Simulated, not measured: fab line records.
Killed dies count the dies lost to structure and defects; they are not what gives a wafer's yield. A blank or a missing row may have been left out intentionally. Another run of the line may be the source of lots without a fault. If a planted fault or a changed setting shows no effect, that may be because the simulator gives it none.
fab line records ; flow nand_harc ; part 2 of 2: steps 26 to 38 of 38
[record] lots = 5; wafers = 15; last_day = 33
route steps=1302 shown THIN_TSV@1244
lots with no fault: from the same line, run without faults
start_h: hours from the record's opening day to when the first of the lot's shown wafers began ; wait_h: how many hours have passed since the lot's step before this one ; " unchanged from the row above ; L1.1+2: several wafers, shown together as one row ; - either no value or no given start ; * or withheld: withheld ; < > ~ a bound
route shown NAME@n: names a module that has steps shown in the file, with the first one's number in the route ; usual: mean/standard deviation of fault-free wafers ; same: alike in all rows ; chamber/n: place in a boat ; sites: per-site readings ; _std_site: standard deviation of those values ; _edge_site: outer sites' mean less inner sites' ; radius_mm: for every site, how far away it sits from the centre of the wafer ; mask NAME#n: copy n ; behind: the last tool/chamber to shape the wafer ; hold: why the lot was held/for how many hours/how that ended ; device: transistor that didn't switch, given as n, p or np ; end of line: tests of these same wafers at the route's end ; a step without rows: its recipe alone ; killed: count of dies lost to structure and defects at first sort (not the wafer's yield) ; map: dies across one wafer; x = killed, . = not, _ = none there
set.NAME: the setting as run; set.NAME@STEP: as run at that earlier step ; model.NAME: the simulator's own value behind a step, which no gauge read
lots at selected steps of the route; one table per step, one row per wafer
services: when a tool's chamber went out of use (start_h, in hours from the record's first day, below 0 if earlier), for how many hours, and the reason
[[steps]]
[step NHARC_THIN_TSV_STRIP_62]
[recipe] power_w = 1500; temp_c = 250; time_s = 20; chemistry = N2/H2
[usual] drypump_motor_current_A = 5.8/0.54; heater_power_w = 338/18
lot.wafer;tool;chamber;start_h;wait_h;drypump_motor_current_A;heater_power_w;rf_hours_counter_h
L079.2;plasma_asher-02;1;613.35;-;5.8;348;0
L079.1;plasma_asher-02;0;613.35;-;6.5;345;0
L079.5;plasma_asher-02;0;613.35;-;6.5;344;-
L080.4;plasma_asher-02;1;624.34;-;5.8;355;-
L080.6;plasma_asher-02;0;624.34;-;6.5;346;-
L080.5;plasma_asher-02;1;624.34;-;5.8;357;-
L084.3;plasma_asher-02;0;657.10;-;6.5;338;-
L084.4;plasma_asher-02;1;657.10;-;5.8;349;-
L084.6;plasma_asher-02;1;657.10;-;5.8;357;-
L093.2;plasma_asher-02;1;758.36;-;5.8;353;31
L093.3;plasma_asher-02;1;758.36;-;5.8;362;-
L093.5;plasma_asher-02;0;758.36;-;6.5;348;-
L097.4;plasma_asher-02;1;779.73;-;5.8;361;-
L097.3;plasma_asher-02;0;779.73;-;6.5;340;-
L097.6;plasma_asher-02;0;779.73;-;6.5;341;-
[step NHARC_THIN_TSV_DEGAS_49]
[recipe] temp_c = 300; time_s = 120
[usual] heater_power_w = 464/19
lot.wafer;tool;chamber;start_h;wait_h;heater_power_w
L079.2;pvd_sputter-02;-;613.53;0.2;454
L079.1;pvd_sputter-02;-;613.53;0.2;480
L079.5;pvd_sputter-02;-;613.53;0.2;474
L080.4;pvd_sputter-01;-;624.48;0.1;460
L080.5;pvd_sputter-01;-;624.48;0.1;445
L080.6;pvd_sputter-01;-;624.48;0.1;443
L084.3;pvd_sputter-01;-;657.24;0.1;454
L084.4;pvd_sputter-01;-;657.24;0.1;473
L084.6;pvd_sputter-01;-;657.24;0.1;462
L093.3;pvd_sputter-01;-;758.54;0.1;461
L093.2;pvd_sputter-01;-;758.54;0.1;467
L093.5;pvd_sputter-01;-;758.54;0.1;460
L097.3;pvd_sputter-03;-;779.87;0.1;458
L097.4;pvd_sputter-03;-;779.87;0.1;449
L097.6;pvd_sputter-03;-;779.87;0.1;464
[step NHARC_THIN_TSV_PRE_CLEAN_50]
[recipe] time_s = 30; temp_c = 280; gas = H2/He
[usual] heater_power_w = 409/16
lot.wafer;tool;chamber;start_h;wait_h;heater_power_w
L079.1;pvd_sputter-02;-;-;-;416
L079.2;pvd_sputter-02;-;-;-;414
L079.5;pvd_sputter-02;-;-;-;399
L080.4;pvd_sputter-01;-;-;-;406
L080.6;pvd_sputter-01;-;-;-;400
L080.5;pvd_sputter-01;-;-;-;400
L084.4;pvd_sputter-01;-;-;-;447
L084.3;pvd_sputter-01;-;-;-;401
L084.6;pvd_sputter-01;-;-;-;441
L093.3;pvd_sputter-01;-;-;-;406
L093.2;pvd_sputter-01;-;-;-;403
L093.5;pvd_sputter-01;-;-;-;411
L097.3;pvd_sputter-03;-;-;-;413
L097.4;pvd_sputter-03;-;-;-;384
L097.6;pvd_sputter-03;-;-;-;411
[step NHARC_THIN_TSV_PVD_19]
[recipe] target_thk_a = 200; chamber_pressure_pa = 5; material = TaN
[usual] throttle_valve_pct = 30.2/1
lot.wafer;tool;chamber;start_h;wait_h;throttle_valve_pct
L079.1;pvd_sputter-02;-;-;-;30.2
L079.2;pvd_sputter-02;-;-;-;30.1
L079.5;pvd_sputter-02;-;-;-;31.9
L080.4;pvd_sputter-01;-;-;-;31.3
L080.5;pvd_sputter-01;-;-;-;30.6
L080.6;pvd_sputter-01;-;-;-;29.9
L084.3;pvd_sputter-01;-;-;-;31.5
L084.4;pvd_sputter-01;-;-;-;30.1
L084.6;pvd_sputter-01;-;-;-;28.7
L093.3;pvd_sputter-01;-;-;-;29.1
L093.2;pvd_sputter-01;-;-;-;30.2
L093.5;pvd_sputter-01;-;-;-;29.3
L097.3;pvd_sputter-03;-;-;-;30.5
L097.4;pvd_sputter-03;-;-;-;28.4
L097.6;pvd_sputter-03;-;-;-;30.7
[step NHARC_THIN_TSV_PVD_51]
[recipe] target_thk_a = 1000; chamber_pressure_pa = 5; material = Cu
[usual] throttle_valve_pct = 30.2/1
lot.wafer;tool;chamber;start_h;wait_h;throttle_valve_pct
L079.2;pvd_sputter-02;-;-;-;32.1
L079.1;pvd_sputter-02;-;-;-;31.8
L079.5;pvd_sputter-02;-;-;-;31.6
L080.4;pvd_sputter-01;-;-;-;29.2
L080.5;pvd_sputter-01;-;-;-;30.6
L080.6;pvd_sputter-01;-;-;-;29.9
L084.4;pvd_sputter-01;-;-;-;29.9
L084.3;pvd_sputter-01;-;-;-;29.0
L084.6;pvd_sputter-01;-;-;-;29.7
L093.2;pvd_sputter-01;-;-;-;31.4
L093.3;pvd_sputter-01;-;-;-;29.0
L093.5;pvd_sputter-01;-;-;-;31.4
L097.3;pvd_sputter-03;-;-;-;30.5
L097.4;pvd_sputter-03;-;-;-;29.6
L097.6;pvd_sputter-03;-;-;-;30.1
[step NHARC_THIN_TSV_ECD_20]
[recipe] target_thk_a = 20000; material = Cu
lot.wafer;tool;chamber;start_h;wait_h
L079.2+1+5;ecd_cu-02;1,0,1;613.98;-
L080.4+5+6;ecd_cu-01;0,1,0;625.20;-
L084.4+3+6;ecd_cu-02;1,0,1;657.92;-
L093.2+3+5;ecd_cu-01;1,0,0;759.00;-
L097.3+4+6;ecd_cu-01;0,1,1;780.52;-
[step NHARC_THIN_TSV_ANNEAL_52]
[recipe] temp_c = 225; time_s = 90
[usual] wafer_temp_C_max = 225.93/0.27
lot.wafer;tool;chamber;start_h;wait_h;wafer_temp_C_max
L079.1;rtp_anneal-01;0;614.72;0.5;226.31
L079.2;rtp_anneal-01;0;614.72;0.5;226.20
L079.5;rtp_anneal-01;0;614.72;0.5;225.89
L080.4;rtp_anneal-01;0;625.79;0.5;226.06
L080.5;rtp_anneal-01;0;625.79;0.5;225.56
L080.6;rtp_anneal-01;0;625.79;0.5;226.19
L084.3;rtp_anneal-02;0;658.57;0.5;225.77
L084.4;rtp_anneal-02;0;658.57;0.5;225.80
L084.6;rtp_anneal-02;0;658.57;0.5;225.83
L093.2;rtp_anneal-02;0;759.81;0.7;226.08
L093.3;rtp_anneal-02;0;759.81;0.7;225.70
L093.5;rtp_anneal-02;0;759.81;0.7;225.63
L097.3;rtp_anneal-02;0;781.16;0.5;225.56
L097.4;rtp_anneal-02;0;781.16;0.5;225.73
L097.6;rtp_anneal-02;0;781.16;0.5;225.32
[step NHARC_THIN_TSV_CMP_21]
[recipe] t_overpolish_s = 30; target_thk_nm = 2000
[usual] motor_current_A = 11.7/1.2; overpolish_run_s = 30.000/0.0083; pad_life_wafers = 236/110
lot.wafer;tool;chamber;start_h;wait_h;motor_current_A;overpolish_run_s;pad_life_wafers
L079.1;cmp-01;0;615.13;-;9.3;30.011;110
L079.2;cmp-01;1;615.13;-;9.9;29.996;111
L079.5;cmp-01;3;615.13;-;10.9;30.018;-
L080.4;cmp-04;3;626.06;-;10.5;29.998;87
L080.6;cmp-04;0;626.06;-;11.3;29.983;-
L080.5;cmp-04;1;626.06;-;11.3;29.991;-
L084.3;cmp-04;1;658.84;-;11.2;30.002;253
L084.4;cmp-04;3;658.84;-;10.6;29.980;255
L084.6;cmp-04;1;658.84;-;12.1;29.999;-
L093.2;cmp-01;2;760.16;-;10.8;29.998;344
L093.3;cmp-01;3;760.16;-;11.2;30.002;345
L093.5;cmp-01;1;760.16;-;9.2;29.996;-
L097.3;cmp-04;2;781.43;-;14.3;30.007;403
L097.4;cmp-04;3;781.43;-;10.2;30.012;404
L097.6;cmp-04;1;781.43;-;11.5;29.999;-
[step NHARC_THIN_TSV_SRD_23]
lot.wafer;tool;chamber;start_h;wait_h
L079.2+1+5;wet_bench-10;6,7,1;615.44;0.0
L080.6+5+4;wet_bench-10;7,2,3;626.34;0.0
L084.3+6+4;wet_bench-10;2,4,5;659.18;0.0
L093.2+5+3;wet_bench-08;2,3,6;760.47;0.0
L097.4+6+3;wet_bench-08;7,3,4;781.76;0.0
[step NHARC_THIN_TSV_DEGAS_53]
[recipe] temp_c = 300; time_s = 60
[usual] heater_power_w = 467/19
lot.wafer;tool;chamber;start_h;wait_h;heater_power_w
L079.1;pvd_sputter-01;-;615.54;0.1;505
L079.2;pvd_sputter-01;-;615.54;0.1;466
L079.5;pvd_sputter-01;-;615.54;0.1;506
L080.4;pvd_sputter-02;-;626.46;0.1;470
L080.5;pvd_sputter-02;-;626.46;0.1;471
L080.6;pvd_sputter-02;-;626.46;0.1;479
L084.4;pvd_sputter-03;-;659.27;0.1;450
L084.3;pvd_sputter-03;-;659.27;0.1;454
L084.6;pvd_sputter-03;-;659.27;0.1;458
L093.3;pvd_sputter-03;-;760.57;0.1;473
L093.2;pvd_sputter-03;-;760.57;0.1;431
L093.5;pvd_sputter-03;-;760.57;0.1;472
L097.4;pvd_sputter-03;-;781.86;0.1;476
L097.3;pvd_sputter-03;-;781.86;0.1;450
L097.6;pvd_sputter-03;-;781.86;0.1;445
[step NHARC_THIN_TSV_PRE_CLEAN_54]
[recipe] time_s = 30; temp_c = 280; gas = H2/He
[usual] heater_power_w = 409/19
lot.wafer;tool;chamber;start_h;wait_h;heater_power_w
L079.2;pvd_sputter-01;-;615.61;0.1;440
L079.1;pvd_sputter-01;-;615.61;0.1;396
L079.5;pvd_sputter-01;-;615.61;0.1;445
L080.4;pvd_sputter-02;-;626.53;0.1;400
L080.5;pvd_sputter-02;-;626.53;0.1;419
L080.6;pvd_sputter-02;-;626.53;0.1;419
L084.4;pvd_sputter-03;-;659.35;0.1;388
L084.3;pvd_sputter-03;-;659.35;0.1;411
L084.6;pvd_sputter-03;-;659.35;0.1;416
L093.2;pvd_sputter-03;-;760.64;0.0;419
L093.3;pvd_sputter-03;-;760.64;0.0;396
L093.5;pvd_sputter-03;-;760.64;0.0;402
L097.3;pvd_sputter-03;-;781.94;0.0;384
L097.4;pvd_sputter-03;-;781.94;0.0;413
L097.6;pvd_sputter-03;-;781.94;0.0;389
[step NHARC_THIN_TSV_PVD_55]
[recipe] target_thk_a = 500; material = TiN
lot.wafer;tool;chamber;start_h;wait_h
L079.1+2+5;pvd_sputter-01;-;615.71;0.1
L080.4+6+5;pvd_sputter-02;-;626.63;0.1
L084.3+4+6;pvd_sputter-03;-;659.47;0.1
L093.3+2+5;pvd_sputter-03;-;760.73;0.1
L097.4+3+6;pvd_sputter-03;-;782.00;0.0
[step NHARC_THIN_TSV_PVD_24]
[recipe] target_thk_a = 8000; power_w = withheld; chamber_pressure_pa = withheld; substrate_temp_c = withheld; time_s = withheld; gas = Ar; material = Al
lot.wafer;tool;chamber;start_h;wait_h
L079.1+2+5;pvd_sputter-01;-;616.00;0.3
L080.4+5+6;pvd_sputter-02;-;626.76;0.1
L084.3+4+6;pvd_sputter-03;-;659.57;0.1
L093.2+3+5;pvd_sputter-03;-;760.92;0.1
L097.4+3+6;pvd_sputter-03;-;782.21;0.2
[[services]]
tool;chamber;start_h;hours;kind
cmp-04;-;601.04;4.0;pm
plasma_asher-02;-;603.00;9.0;pm
pvd_sputter-02;-;614.35;11.4;repair
rie_diel-05;2;618.01;15.0;repair
rie_diel-01;-;624.19;2.0;repair
litho_track-03;-;625.00;7.0;pm
pvd_sputter-02;-;630.02;2.8;repair
pvd_sputter-02;-;638.03;10.0;pm
plasma_asher-02;-;645.64;0.9;repair
wet_bench-08;-;646.40;8.0;pm
litho_track-05;-;649.00;7.0;pm
pvd_sputter-03;-;661.82;9.5;repair
rie_diel-01;3;662.38;4.5;repair
wet_bench-10;-;663.20;8.0;pm
rie_diel-01;2;666.84;1.5;repair
pvd_sputter-02;-;677.63;2.1;repair
pvd_sputter-03;-;691.42;1.4;repair
pvd_sputter-03;-;704.00;10.0;pm
rie_diel-01;-;734.80;9.0;pm
litho_track-02;-;752.00;7.0;pm
pvd_sputter-01;-;760.05;10.0;pm
wet_bench-10;-;764.30;1.3;repair
rie_diel-01;-;778.71;1.3;repair
plasma_asher-02;-;780.00;9.0;pm
